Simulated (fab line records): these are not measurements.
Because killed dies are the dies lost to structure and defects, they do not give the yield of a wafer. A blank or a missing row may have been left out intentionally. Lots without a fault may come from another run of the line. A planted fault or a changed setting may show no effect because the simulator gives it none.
Split-lot study | flow n5Finfet | 21 wafers read across 7 lots, on a route 1938 steps long

SPLIT DETAILS
At N5_BEOL_M11_COAT_63 (time 60 s, resist thk 100 nm), the setting spinRpm was moved away from the recipe's 1500 rpm on 6 of the 21 wafers read, by -9.9% to +5.8%. All remaining wafers had this setting at the recipe value.

Reading taken at the split's own step.

THE READING
SOC_of_BEOL_M11_COAT_63.thkNm (the simulator's own value, which no gauge read), in nm, at N5_BEOL_M11_COAT_63 (time 60 s, resist thk 100 nm). The file gives no usual value for it. Average 99.9 nm, standard deviation 0.22 nm, over the 15 wafers here run with the recipe.

wafer  | tool, chamber at the split | spinRpm as run, rpm | against the recipe | SOC_of_BEOL_M11_COAT_63.thkNm, nm | against lot-mates on the recipe
L077.1 | lithoTrack-03, 0           | 1500                | recipe             | 99.8                              | -
L077.4 | lithoTrack-03, 0           | 1500                | recipe             | 99.8                              | -
L077.6 | lithoTrack-03, 0           | 1500                | recipe             | 99.8                              | -
L080.2 | lithoTrack-04, 0           | 1500                | recipe             | 99.8                              | -
L080.5 | lithoTrack-04, 0           | 1500                | recipe             | 99.8                              | -
L080.6 | lithoTrack-04, 0           | 1434                | -4.4%              | 102                               | +2.2
L082.4 | lithoTrack-04, 0           | 1500                | recipe             | 100.2                             | -
L082.5 | lithoTrack-04, 0           | 1500                | recipe             | 100.2                             | -
L082.6 | lithoTrack-04, 0           | 1357                | -9.5%              | 105.2                             | +5.0
L090.3 | lithoTrack-03, 0           | 1415                | -5.7%              | 103                               | +3.1
L090.5 | lithoTrack-03, 0           | 1500                | recipe             | 99.8                              | -
L090.6 | lithoTrack-03, 0           | 1500                | recipe             | 100                               | -
L092.1 | lithoTrack-04, 0           | 1500                | recipe             | 99.8                              | -
L092.4 | lithoTrack-04, 0           | 1500                | recipe             | 100                               | -
L092.5 | lithoTrack-04, 0           | 1351                | -9.9%              | 105.2                             | +5.3
L089.2 | lithoTrack-04, 0           | 1587                | +5.8%              | 97.6                              | -3.0
L089.3 | lithoTrack-04, 0           | 1587                | +5.8%              | 97.6                              | -3.0
L089.5 | lithoTrack-04, 0           | 1500                | recipe             | 100.6                             | -
L096.3 | lithoTrack-03, 0           | 1500                | recipe             | 99.8                              | -
L096.5 | lithoTrack-03, 0           | 1500                | recipe             | 99.8                              | -
L096.6 | lithoTrack-03, 0           | 1500                | recipe             | 100                               | -

FIT RESULTS
A straight line over all 21 wafers: SOC_of_BEOL_M11_COAT_63.thkNm changes by -0.5 nm for each +1% of spinRpm; r = -0.99; the points scatter about the line by 0.29 nm.
The same after taking each lot's own level away (the mean of its wafers on the recipe; 21 wafers): -0.526 nm for each +1%; r = -1.00; scatter 0.074 nm.
On that fit, the largest move of spinRpm shifts the reading by 5.2 nm.
Measured against the standard deviation above, the lots' own levels, which go from 99.80 to 100.60 nm, span 3.6 times it.
So the lot-to-lot level changes the slope little: the two slopes agree.
Check: +5.2 nm against its lot-mates is what the line predicts for one of the wafers moved furthest among these (-9.9%) when that wafer is left out of the fit. It came out at +5.3 nm against them.

OTHER SPLITS APPLIED TO THESE WAFERS
Other splits were also applied to these wafers ahead of the reading. Each is held against what the fit with the lots' levels taken away leaves over:
other split on the same wafers    | wafers away from the commonest value | r with SOC_of_BEOL_M11_COAT_63.thkNm (lot level and that fit taken away)
N5_BEOL_M4_COAT_73 spinRpm        | 4                                    | +0.19
N5_BEOL_M5_COAT_74 spinRpm        | 7                                    | -0.03
N5_BEOL_M5_COAT_22 spinRpm        | 5                                    | -0.16
N5_BEOL_M7_VIA_ETCH_34 biasW      | 6                                    | +0.18
N5_BEOL_M7_TRENCH_ETCH_37 sourceW | 8                                    | +0.19
N5_BEOL_M8_DESCUM_16 timeS        | 8                                    | +0.06
N5_BEOL_M8_COAT_22 spinRpm        | 5                                    | -0.13
N5_BEOL_M10_PEB_26 pebTimeS       | 7                                    | +0.26
N5_BEOL_M10_VIA_ETCH_34 timeS     | 9                                    | -0.10

THE FILE'S OWN FIT
SOC_of_BEOL_M11_COAT_63.thkNm changes by -0.528 nm for each +1% of spinRpm, r = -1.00.
